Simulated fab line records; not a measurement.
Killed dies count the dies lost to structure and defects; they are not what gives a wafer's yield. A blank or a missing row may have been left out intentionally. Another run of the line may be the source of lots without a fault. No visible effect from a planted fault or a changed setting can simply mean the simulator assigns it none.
Chamber matching || flow n5 finfet || N5_BEOL_M2_PRE_CLEAN_60 on cvd co-01: 3 sister chambers
The step time 15 s. 3 wafers are shown with their chamber, then 12 later ones without.

EACH WAFER AND ITS CHAMBER
{"wafer": "L094.1", "chamber": 0, "heater power w (W)": 71}
{"wafer": "L094.2", "chamber": 1, "heater power w (W)": 74}
{"wafer": "L094.3", "chamber": 2, "heater power w (W)": 114}

WAFERS MISSING THEIR CHAMBER
{"wafer": "L096.1", "heater power w (W)": 70}
{"wafer": "L096.2", "heater power w (W)": 74}
{"wafer": "L096.3", "heater power w (W)": 112}
{"wafer": "L096.4", "heater power w (W)": 76}
{"wafer": "L096.5", "heater power w (W)": 114}
{"wafer": "L096.6", "heater power w (W)": 68}
{"wafer": "L097.1", "heater power w (W)": 114}
{"wafer": "L097.2", "heater power w (W)": 74}
{"wafer": "L097.3", "heater power w (W)": 71}
{"wafer": "L097.4", "heater power w (W)": 114}
{"wafer": "L097.5", "heater power w (W)": 76}
{"wafer": "L097.6", "heater power w (W)": 68}

EACH ONE'S CHAMBER
{"wafer": "L096.1", "from the rows above": "can't be placed: 0 or 1", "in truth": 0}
{"wafer": "L096.2", "from the rows above": "can't be placed: 1 or 0", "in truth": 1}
{"wafer": "L096.3", "from the rows above": 2, "in truth": 2}
{"wafer": "L096.4", "from the rows above": "can't be placed: 1 or 0", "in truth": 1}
{"wafer": "L096.5", "from the rows above": 2, "in truth": 2}
{"wafer": "L096.6", "from the rows above": "can't be placed: 0 or 1", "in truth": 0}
{"wafer": "L097.1", "from the rows above": 2, "in truth": 2}
{"wafer": "L097.2", "from the rows above": "can't be placed: 1 or 0", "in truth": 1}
{"wafer": "L097.3", "from the rows above": "can't be placed: 0 or 1", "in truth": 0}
{"wafer": "L097.4", "from the rows above": 2, "in truth": 2}
{"wafer": "L097.5", "from the rows above": "can't be placed: 1 or 0", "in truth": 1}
{"wafer": "L097.6", "from the rows above": "can't be placed: 0 or 1", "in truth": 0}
Correctly placed: 4 of 12. Unplaceable from these rows: 8, with the true chamber sitting among the candidates in 8. Placed wrongly: 0.
How it was worked out, from the rows above alone: a wafer's distance from a chamber is the root of the sum, over the readings, of the square of ((its reading less the chamber's mean) divided by the reading's scatter). The wafer belongs to the nearest chamber; if the next one is less than 2 further off, it can't be placed. A chamber's mean is the mean of its shown wafers. The scatter: with one shown wafer a chamber, the root of the mean of the squares of how far each hidden wafer lies from its nearest shown one.
